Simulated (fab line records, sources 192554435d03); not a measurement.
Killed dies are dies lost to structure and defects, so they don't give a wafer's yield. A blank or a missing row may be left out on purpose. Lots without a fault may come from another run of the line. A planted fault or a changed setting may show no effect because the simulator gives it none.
Tool commonality check | flow n5_finfet | 9 lots, 27 wafers sampled

WHY IT WAS OPENED
At N5_BEOL_M12_RS_MEAS_54 the reading M12_RS is flagged on 1 of 9 lots. Wafers without a fault read 0.0600 ohm/sq, standard deviation 0.0011.
Rule: a lot is flagged when every wafer of it that has a number lies more than 4 standard deviations from that mean, or none has a number. The other lots count as sound.

lot  | measured     | on            | M12_RS (ohm/sq), wafer by wafer | flag
L714 | day 12 03:40 | film_metro-01 | 0.0599 0.0581 0.0584            |
L715 | day 12 18:16 | film_metro-02 | 0.0586 0.0586 0.0590            |
L716 | day 12 22:49 | film_metro-02 | 0.0612 0.0602 0.0606            |
L717 | day 13 06:15 | film_metro-02 | 0.0582 0.0581 0.0587            |
L722 | day 14 07:38 | film_metro-01 | 0.0589 0.0580 0.0582            |
L724 | day 14 13:02 | film_metro-01 | 0.0607 0.0623 0.0620            |
L727 | day 15 14:43 | film_metro-01 | 0.0599 0.0607 0.0592            |
L728 | day 16 15:05 | film_metro-02 | 0.0611 0.0620 0.0613            |
L733 | day 18 08:34 | film_metro-01 | 56.614 58.093 56.982            | FLAGGED
The numbers of the flagged lots are 57.2297 ohm/sq on average: +57.1697 ohm/sq against the usual, or +99 or more standard deviations.

WHICH TOOL RAN EACH LOT
The record holds 2 process steps before the reading, out of a route of 1938 steps. In each cell: the tool, then ch and the chambers that the sampled wafers went through, then the start.
lot  | flag    | N5_BEOL_M12_VIA_ETCH_16            | N5_BEOL_M12_SPUTTER_45
L714 |         | rie_diel-06 ch 1,2, day 11 15:37   | pvd_sputter-01, day 12 02:41
L715 |         | rie_diel-06 ch 0,2, day 12 14:34   | pvd_sputter-02, day 12 17:16
L716 |         | rie_diel-05 ch 2,3, day 12 15:47   | pvd_sputter-01, day 12 21:50
L717 |         | rie_diel-04 ch 0,1,3, day 12 23:47 | pvd_sputter-02, day 13 05:16
L722 |         | rie_diel-06 ch 1,2,3, day 14 02:27 | pvd_sputter-03, day 14 06:38
L724 |         | rie_diel-05 ch 0,2,3, day 14 08:28 | pvd_sputter-03, day 14 11:52
L727 |         | rie_diel-05 ch 1,2,3, day 15 08:58 | pvd_sputter-01, day 15 13:35
L728 |         | rie_diel-06 ch 0,3, day 16 09:49   | pvd_sputter-02, day 16 14:06
L733 | FLAGGED | rie_diel-06 ch 0,1,3, day 18 05:13 | pvd_sputter-02, day 18 07:35
What these steps do:
- N5_BEOL_M12_VIA_ETCH_16: etches SiOC in C4F8/O2/Ar, target depth 724.8 nm.
- N5_BEOL_M12_SPUTTER_45: material Cu, target thk 80 nm, time 13.33 s.
- N5_BEOL_M12_RS_MEAS_54: measures by four-point-probe.

FLAGGED OVER TOTAL, TOOL BY TOOL (the gauges that took the reading come last)
step                    | tool           | lots run | flagged | share of the flagged lots | sound lots run after its first flagged lot
N5_BEOL_M12_VIA_ETCH_16 | rie_diel-04    | 1        | 0       | none                      | -
N5_BEOL_M12_VIA_ETCH_16 | rie_diel-05    | 3        | 0       | none                      | -
N5_BEOL_M12_VIA_ETCH_16 | rie_diel-06    | 5        | 1       | all                       | 0
N5_BEOL_M12_SPUTTER_45  | pvd_sputter-01 | 3        | 0       | none                      | -
N5_BEOL_M12_SPUTTER_45  | pvd_sputter-02 | 4        | 1       | all                       | 0
N5_BEOL_M12_SPUTTER_45  | pvd_sputter-03 | 2        | 0       | none                      | -
N5_BEOL_M12_RS_MEAS_54  | film_metro-01  | 5        | 1       | all                       | 0
N5_BEOL_M12_RS_MEAS_54  | film_metro-02  | 4        | 0       | none                      | -

WHAT THE TABLE ALLOWS
3 rows of the table ran every flagged lot: rie_diel-06 at N5_BEOL_M12_VIA_ETCH_16, pvd_sputter-02 at N5_BEOL_M12_SPUTTER_45, film_metro-01 at N5_BEOL_M12_RS_MEAS_54.
- rie_diel-06 at N5_BEOL_M12_VIA_ETCH_16: 1 of its 5 lots flagged. Its last sound lot is L728 (day 16 09:49), its first flagged lot L733 (day 18 05:13): a fault that began between those two fits.
- pvd_sputter-02 at N5_BEOL_M12_SPUTTER_45: 1 of its 4 lots flagged. Its last sound lot is L728 (day 16 14:06), its first flagged lot L733 (day 18 07:35): a fault that began between those two fits. On the flagged lots its readings are blank where sound lots have values: bias_v, cathode_dc_power_W, throttle_valve_pct.
- film_metro-01 at N5_BEOL_M12_RS_MEAS_54: 1 of its 5 lots flagged. Its last sound lot is L727 (day 15 14:43), its first flagged lot L733 (day 18 08:34): a fault that began between those two fits.
Counting lots can't tell these 3 tools apart, because each fits a fault that began at some hour. More lots, or a look at what each step does to the wafer, might.

WHAT THE SIMULATOR HAD PUT IN
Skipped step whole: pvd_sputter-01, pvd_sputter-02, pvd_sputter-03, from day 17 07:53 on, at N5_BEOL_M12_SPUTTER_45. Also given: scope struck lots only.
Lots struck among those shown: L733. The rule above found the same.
